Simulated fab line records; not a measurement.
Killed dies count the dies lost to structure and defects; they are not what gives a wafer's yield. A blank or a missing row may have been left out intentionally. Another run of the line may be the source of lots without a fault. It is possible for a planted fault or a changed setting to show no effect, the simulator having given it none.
fab line records | flow nandHarc
record: lots: 5 wafers: 15 lastDay: 33
route steps=1302 shown P_ZERO_WELL@14 END@1302
lots with no fault: from the same line, run without faults
startH: hours from the record's first day to the start of the lot's first wafer shown | waitH: how many hours have passed since the lot's step before this one | " identical to the entry in the row above | L1.1+2: a single row standing in for several wafers | - no value, or no start given | * or withheld: withheld | < > ~ a bound
route shown NAME@n: names a module that has steps shown in the file, with the first one's number in the route | usual: mean/standard deviation of fault-free wafers | same: alike in all rows | chamber/n: place in a boat | sites: per-site readings | _std_site: standard deviation of those values | _edge_site: outer sites' mean less inner sites' | radiusMm: for every site, how far away it sits from the centre of the wafer | mask NAME#n: copy n | behind: tool/chamber where the wafer was last shaped | hold: why the lot went on hold/how many hours it stayed there/how the hold came to an end | device: the transistor (n, p or np) that didn't switch | end of line: the same wafers' tests at the end of the route | a step given without rows: its recipe and nothing more | killed: at the first sort, the dies lost to defects and structure; wafer yield is something else | map: a wafer's dies, x killed, . not, _ none there
set.NAME: the run value of the setting; set.NAME@STEP: its run value at that earlier step | model.NAME: the simulator's own value behind a step, which no gauge read
lots at some steps of the route; a table a step, a row a wafer
services: a tool's chamber out of use, with start hour (startH, from the record's first day; less than 0 if before it), hours out, and reason
== steps ==
step: NHARC_P_ZERO_WELL_CD_MEAS_11
recipe: targetCdNm: 500 landingEnergyEv: 500
usual: cdNm: 499.8/1.3
columns lot.wafer tool chamber startH waitH cdNm
L587.1 cdSem-03 0 41.13 - 500.5
L587.4 " 0 " " 498.1
L587.5 " 0 " " 499.4
L591.4 cdSem-02 0 81.15 - 503.0
L591.5 " 0 " " 500.5
L591.6 " 0 " " 500.3
L597.1 cdSem-01 0 141.24 - 498.4
L597.3 " 0 " " 500.7
L597.6 " 0 " " 498.2
L599.4 cdSem-03 0 161.12 - 499.1
L599.5 " 0 " " 498.6
L599.6 " 0 " " 499.1
L608.1 cdSem-01 0 251.27 - 501.4
L608.2 " 0 " " 501.5
L608.5 " 0 " " 500.6
step: NHARC_P_ZERO_WELL_HARDBAKE_12
recipe: tempC: 118 timeS: 65
step: NHARC_P_ZERO_WELL_DESCUM_13
recipe: timeS: 3 o2FlowSccm: 200 arFlowSccm: 0 biasPowerW: 0 chemistry: O2
usual: drypumpMotorCurrentA: 5.8/0.53 o2FlowSccm: 200.0/0.63 oesProductAu: 0.999/0.0079 rfVppV: 58.0/0.9 showerheadPlenumPTorr: 1.96/0.072 throttleValvePct: 11.312/0.0084
columns lot.wafer tool chamber startH waitH drypumpMotorCurrentA o2FlowSccm oesProductAu rfHoursCounterH rfVppV showerheadPlenumPTorr throttleValvePct
L587.1 rieDiel-04 0 41.68 - 5.2 199.7 0.987 7 57.2 1.87 11.321
L587.4 " 0 " " 5.2 200.9 0.994 - 58.9 1.87 11.308
L587.5 " 0 " " 5.2 200.3 0.991 - 58.0 1.87 11.306
L591.4 rieDiel-04 2 81.32 - 6.2 199.4 0.990 20 59.5 2.00 11.300
L591.5 " 3 " " 6.0 199.5 0.991 - 58.0 2.07 11.323
L591.6 " 0 " " 5.3 200.0 0.995 - 58.3 1.87 11.309
L597.1 rieDiel-04 1 141.45 - 6.6 200.3 1.005 37 58.4 1.80 11.309
L597.3 " 2 " " 6.2 199.5 0.997 41 58.2 2.00 11.313
L597.6 " 1 " " 6.5 199.5 0.997 - 57.6 1.80 11.316
L599.4 rieDiel-04 3 161.29 - 6.0 200.2 0.999 46 58.2 2.06 11.316
L599.6 " 1 " " 6.6 199.9 1.003 - 56.4 1.80 11.325
L599.5 " 2 " " 6.2 199.8 0.986 - 57.0 2.00 11.316
L608.1 rieDiel-11 1 251.43 - 6.2 200.2 1.009 51 59.1 2.01 11.321
L608.2 " 2 " " 6.1 200.7 1.018 49 58.9 1.98 11.305
L608.5 " 0 " " 6.3 200.5 1.015 - 58.4 1.99 11.302
step: NHARC_P_ZERO_WELL_ETCH_65
recipe: targetDepthA: 800 overetchA: 240 timeS: 87.88 ionEnergyEv: 200 n2FlowSccm: 150 h2FlowSccm: 150 arFlowSccm: 0 rfW: 400 biasW: 150 chemistry: N2/H2
usual: drypumpMotorCurrentA: 5.9/0.51 oesProductAu: 0.998/0.0081 rfVppV: 432.0/2.2 showerheadPlenumPTorr: 2.09/0.077 throttleValvePct: 14.170/0.0097
columns lot.wafer tool chamber startH waitH drypumpMotorCurrentA oesProductAu rfHoursCounterH rfVppV showerheadPlenumPTorr throttleValvePct
L587.1 rieDiel-04 3 42.04 0.4 6.0 0.996 7 434.8 2.22 14.172
L587.5 " 0 " " 5.3 0.992 - 429.4 2.00 14.158
L587.4 " 3 " " 6.0 1.003 - 434.6 2.22 14.170
L591.4 rieDiel-04 1 81.53 0.2 6.6 1.005 15 429.3 1.92 14.169
L591.5 " 2 " " 6.2 0.982 - 433.0 2.14 14.178
L591.6 " 3 " " 6.0 0.993 - 435.3 2.21 14.185
L597.1 rieDiel-04 0 141.62 0.2 5.3 0.994 46 427.3 1.98 14.183
L597.3 " 3 " " 6.0 0.989 42 434.8 2.20 14.173
L597.6 " 0 " " 5.2 0.984 - 427.5 1.98 14.175
L599.4 rieDiel-04 3 161.37 0.1 6.0 1.005 46 433.7 2.20 14.176
L599.5 " 1 " " 6.6 0.999 - 427.1 1.91 14.180
L599.6 " 2 " " 6.2 0.995 - 434.0 2.13 14.157
L608.2 rieDiel-11 3 251.74 0.3 5.0 0.981 48 430.3 2.04 14.164
L608.1 " 2 " " 6.1 1.007 49 432.0 2.11 14.169
L608.5 " 3 " " 5.0 0.995 - 431.1 2.04 14.165
step: NHARC_P_ZERO_WELL_ETCH_62
recipe: targetDepthA: 130 timeS: 6.5 chf3FlowSccm: 50 arFlowSccm: 200 rfW: 500 biasW: 200 chemistry: CHF3/Ar
usual: drypumpMotorCurrentA: 5.8/0.52 oesProductAu: 0.956/0.018 rfVppV: 371.9/2 showerheadPlenumPTorr: 2.40/0.081 throttleValvePct: 20.216/0.0099
columns lot.wafer tool chamber startH waitH drypumpMotorCurrentA oesProductAu rfHoursCounterH rfVppV showerheadPlenumPTorr throttleValvePct
L587.1 rieDiel-04 2 - - 6.2 0.917 7 373.3 2.46 20.221
L587.5 " 0 " " 5.2 0.928 - 370.2 2.30 20.220
L587.4 " 3 " " 6.0 0.923 - 373.9 2.53 20.217
L591.4 rieDiel-04 2 - - 6.2 0.949 20 372.4 2.45 20.218
L591.6 " 1 " " 6.6 0.940 - 368.9 2.22 20.210
L591.5 " 2 " " 6.2 0.954 - 373.1 2.45 20.213
L597.1 rieDiel-04 2 - - 6.2 0.919 42 373.7 2.44 20.178
L597.3 " 1 " " 6.6 0.939 37 366.6 2.21 20.216
L597.6 " 2 " " 6.2 0.925 - 373.2 2.44 20.227
L599.4 rieDiel-04 0 - - 5.2 0.922 50 367.6 2.28 20.217
L599.6 " 2 " " 6.2 0.924 - 373.2 2.44 20.222
L599.5 " 3 " " 6.0 0.918 - 374.7 2.52 20.209
L608.1 rieDiel-11 0 - - 6.3 0.959 50 372.3 2.44 20.230
L608.2 " 2 " " 6.1 0.985 49 372.4 2.42 20.213
L608.5 " 3 " " 5.0 0.955 - 371.2 2.34 20.227
step: NHARC_P_ZERO_WELL_ETCH_63
recipe: targetDepthA: 1200 timeS: 40.1 hbrFlowSccm: 150 cl2FlowSccm: 50 rfW: 400 icpW: 400 biasW: 100 chemistry: HBr/Cl2
usual: drypumpMotorCurrentA: 6.0/0.35 hbrFlowSccm: 150.0/0.39 oesProductAu: 0.999/0.007 throttleValvePct: 26.405/0.0083
columns lot.wafer tool chamber startH waitH drypumpMotorCurrentA hbrFlowSccm oesProductAu rfHoursCounterH throttleValvePct
L587.1 rieSi-03 2 42.32 - 6.6 150.1 0.998 1.0 26.404
L587.4 " 3 " " 6.5 149.9 1.009 1.0 26.408
L587.5 " 2 " " 6.5 150.3 0.992 - 26.408
L591.4 rieSi-02 2 81.72 - 6.0 149.6 1.002 0.9 26.413
L591.6 " 3 " " 5.5 150.3 1.008 - 26.403
L591.5 " 0 " " 6.1 150.3 1.011 - 26.407
L597.3 rieSi-03 0 141.85 - 5.8 150.2 0.999 0.6 26.410
L597.1 " 2 " " 6.5 148.9 0.989 0.4 26.404
L597.6 " 0 " " 5.8 149.6 1.000 - 26.412
L599.4 rieSi-01 1 161.53 - 6.0 150.4 1.005 0.7 26.407
L599.5 " 1 " " 6.0 150.4 0.995 - 26.406
L599.6 " 2 " " 6.2 149.7 1.013 - 26.396
L608.1 rieSi-02 1 251.93 - 6.2 150.2 0.998 0.8 26.393
L608.2 " 3 " " 5.5 149.9 1.001 0.9 26.391
L608.5 " 1 " " 6.1 149.8 0.998 - 26.415
step: NHARC_P_ZERO_WELL_STRIP_15
recipe: timeS: 900 tempC: 130 chemistry: SPM
step: NHARC_P_ZERO_WELL_DEHYDRATE_16
recipe: tempC: 150 timeS: 120
step: NHARC_P_ZERO_WELL_HMDS_17
recipe: timeS: 30
step: NHARC_P_ZERO_WELL_COAT_18
recipe: spinRpm: withheld
step: NHARC_P_ZERO_WELL_SOFTBAKE_19
recipe: tempC: 122 timeS: 95
step: NHARC_P_ZERO_WELL_EBR_20
step: NHARC_P_ZERO_WELL_EXPOSE_21
recipe: na: 0.6 targetCdNm: 720 doseMj: 22.31 maskId: P_NWELL
columns lot.wafer tool chamber startH waitH mask
L587.1+4+5 krfScanner-04 0 43.08 - P_HVPW#0
L591.4+5+6 krfScanner-01 0 82.34 - P_NWELL#0
L597.1+3+6 krfScanner-02 0 142.61 - P_NWELL#0
L599.4+5+6 krfScanner-04 0 162.32 - P_NWELL#0
L608.1+2+5 krfScanner-01 0 252.68 - P_NWELL#0
step: NHARC_P_ZERO_WELL_PEB_22
recipe: pebTempC: 118 pebTimeS: 85
step: NHARC_P_ZERO_WELL_DEVELOP_23
recipe: timeS: 70
step: NHARC_P_ZERO_WELL_CD_MEAS_24
recipe: targetCdNm: 720 landingEnergyEv: 500
usual: cdNm: 719.5/1.4
columns lot.wafer tool chamber startH waitH cdNm
L587.1 cdSem-02 0 43.23 - -
L587.4 " 0 " " -
L587.5 " 0 " " -
L591.4 cdSem-03 0 82.49 - 719.7
L591.5 " 0 " " 718.4
L591.6 " 0 " " 717.9
L597.1 cdSem-02 0 142.77 - 718.4
L597.3 " 0 " " 718.5
L597.6 " 0 " " 720.1
L599.4 cdSem-03 0 162.46 - 717.5
L599.5 " 0 " " 719.2
L599.6 " 0 " " 719.0
L608.1 cdSem-03 0 252.84 - 721.1
L608.2 " 0 " " 721.3
L608.5 " 0 " " 719.4
step: NHARC_P_ZERO_WELL_HARDBAKE_25
recipe: tempC: 125 timeS: 80
step: NHARC_END_SORT_01
recipe: tempC: 25
usual: killedAtArray: 58/15 killedAtOther: 0.8/1.2 killedAtPeriphery: 3.5/2.5 killedDies: 62/15 killedOpen: 3.2/1.7 killedShort: 2.4/1.5
same: grossDies: 677
columns lot.wafer tool chamber startH waitH killedAtArray killedAtOther killedAtPeriphery killedDies killedOpen killedShort
L587.1 prober-01 0 565.98 2.5 58 0 619 677 3 3
L587.4 prober-01 0 568.40 3.4 69 0 608 677 1 4
L587.5 prober-01 0 569.20 3.7 55 0 622 677 3 4
killed by level:class
L587.1 P_ZERO_WELL:areaExpose=612 A_CHANNEL_HOLE_D1:chamberFilmFlake=32 A_SLIT:chamberFilmFlake=20 P_CONTACT:chamberFilmFlake=2 P_M2:chamberFilmFlake=2 A_CHANNEL_HOLE_D2:chamberFilmFlake=2 P_CONTACT:geometricParticle:open=1 P_M0:geometricParticle:open=1
L587.4 P_ZERO_WELL:areaExpose=603 A_CHANNEL_HOLE_D1:chamberFilmFlake=32 A_SLIT:chamberFilmFlake=20 A_CONTACT:chamberFilmFlake=5 A_CHANNEL_HOLE_D2:chamberFilmFlake=4 A_CHANNEL_FILL_D1:geometricParticle:short=2 P_M2:chamberFilmFlake=2 A_CHANNEL_FILL_D1:chamberFilmFlake=2
L587.5 P_ZERO_WELL:areaExpose=617 A_CHANNEL_HOLE_D1:chamberFilmFlake=26 A_SLIT:chamberFilmFlake=15 A_CHANNEL_HOLE_D2:chamberFilmFlake=5 A_CONTACT:chamberFilmFlake=4 P_M2:chamberFilmFlake=3 P_CONTACT:geometricParticle:open=1 P_M2:geometricParticle:short=1
map L587.1 (x killed, . not)
____________x____________
_________xxxxxxx_________
_______xxxxxxxxxxx_______
______xxxxxxxxxxxxx______
_____xxxxxxxxxxxxxxx_____
____xxxxxxxxxxxxxxxxx____
____xxxxxxxxxxxxxxxxx____
___xxxxxxxxxxxxxxxxxxx___
___xxxxxxxxxxxxxxxxxxx___
__xxxxxxxxxxxxxxxxxxxxx__
__xxxxxxxxxxxxxxxxxxxxx__
_xxxxxxxxxxxxxxxxxxxxxxx_
_xxxxxxxxxxxxxxxxxxxxxxx_
_xxxxxxxxxxxxxxxxxxxxxxx_
_xxxxxxxxxxxxxxxxxxxxxxx_
_xxxxxxxxxxxxxxxxxxxxxxx_
xxxxxxxxxxxxxxxxxxxxxxxxx
xxxxxxxxxxxxxxxxxxxxxxxxx
xxxxxxxxxxxxxxxxxxxxxxxxx
xxxxxxxxxxxxxxxxxxxxxxxxx
xxxxxxxxxxxxxxxxxxxxxxxxx
_xxxxxxxxxxxxxxxxxxxxxxx_
_xxxxxxxxxxxxxxxxxxxxxxx_
_xxxxxxxxxxxxxxxxxxxxxxx_
_xxxxxxxxxxxxxxxxxxxxxxx_
_xxxxxxxxxxxxxxxxxxxxxxx_
__xxxxxxxxxxxxxxxxxxxxx__
__xxxxxxxxxxxxxxxxxxxxx__
___xxxxxxxxxxxxxxxxxxx___
___xxxxxxxxxxxxxxxxxxx___
____xxxxxxxxxxxxxxxxx____
____xxxxxxxxxxxxxxxxx____
_____xxxxxxxxxxxxxxx_____
______xxxxxxxxxxxxx______
_______xxxxxxxxxxx_______
_________xxxxxxx_________
____________x____________
map L599.6 (x killed, . not)
____________.____________
_________.x....._________
_______.....x..x.._______
______....x.x......______
_____........x......_____
____.................____
____.................____
___.........x.....x...___
___...................___
__...............x.....__
__....x................__
_..................x...._
_........x.x......x..x.._
_......................._
_............x.........._
_.........x............._
.........................
............x............
..............x..........
....x...............x....
...........x............x
_.....x................._
_.........x.x.x........._
_...................x..._
_.......xxx........x...._
_.x....x......x..x......_
__........x.....x......__
__.....x.xx..x.........__
___.....xxx....x......___
___.....x.............___
____.......xx........____
____.................____
_____.......x......._____
______...x.........______
_______..........._______
_________......._________
____________.____________
== services ==
columns tool chamber startH hours kind
krfScanner-01 - 33.85 5.9 repair
rieDiel-04 2 34.93 7.1 repair
krfScanner-02 - 35.10 0.9 repair
rieDiel-04 - 40.47 0.8 repair
rieSi-03 - 44.00 9.0 pm
krfScanner-04 - 48.93 2.9 repair
rieDiel-11 2 59.11 4.5 repair
rieDiel-11 - 78.50 9.0 pm
rieSi-03 - 94.30 2.1 repair
rieSi-02 - 100.00 9.0 pm
rieSi-03 3 107.12 6.9 repair
rieSi-03 0 112.13 1.6 repair
krfScanner-01 - 118.45 1.1 repair
rieSi-03 2 120.26 2.7 repair
rieDiel-04 1 134.80 3.5 repair
krfScanner-01 - 140.56 4.0 pm
krfScanner-04 - 143.58 5.9 repair
krfScanner-04 - 171.22 0.5 repair
krfScanner-01 - 171.31 0.8 repair
krfScanner-01 - 177.91 1.8 repair
rieDiel-04 - 180.56 9.0 pm
krfScanner-04 - 182.00 4.0 pm
rieSi-03 - 221.00 9.0 pm
rieDiel-04 2 221.92 6.3 repair
== key ==
firstSign: step: NHARC_P_ZERO_WELL_EXPOSE_21 reading: mask direction: changed
effect: step: NHARC_P_ZERO_WELL_CD_MEAS_24 reading: cdNm direction: missing
effect: step: NHARC_END_SORT_01 reading: killedAtPeriphery direction: up sigmas: 99+ usual: 3.5 struck: 616.3
moreKillsBornAt: NHARC_P_ZERO_WELL_EXPOSE_21@krfScanner-04: 1832
metAt NHARC_P_ZERO_WELL_EXPOSE_21
struckWafers L587.1,L587.4,L587.5
laterRowsLeftOut L587.1,L587.4,L587.5
testerLeftOut L587
fault: kind: wrongMask tool: any chamber: - onsetH: 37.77 steps: NHARC_P_ZERO_WELL_EXPOSE_21 auxCopy: P_HVPW#0 scope: struckLotsOnly
testerLeftOut: of these lots the tester's yield and bins aren't shown, on N5 and GAA mostly nor the transistor test; their killed dies are dies lost to structure and defects alone, not to doping, threshold or leakage, so they don't give the yield
laterRowsLeftOut: the simulator's readings of these wafers behind a module that went badly wrong aren't trusted and aren't shown, but for the sort
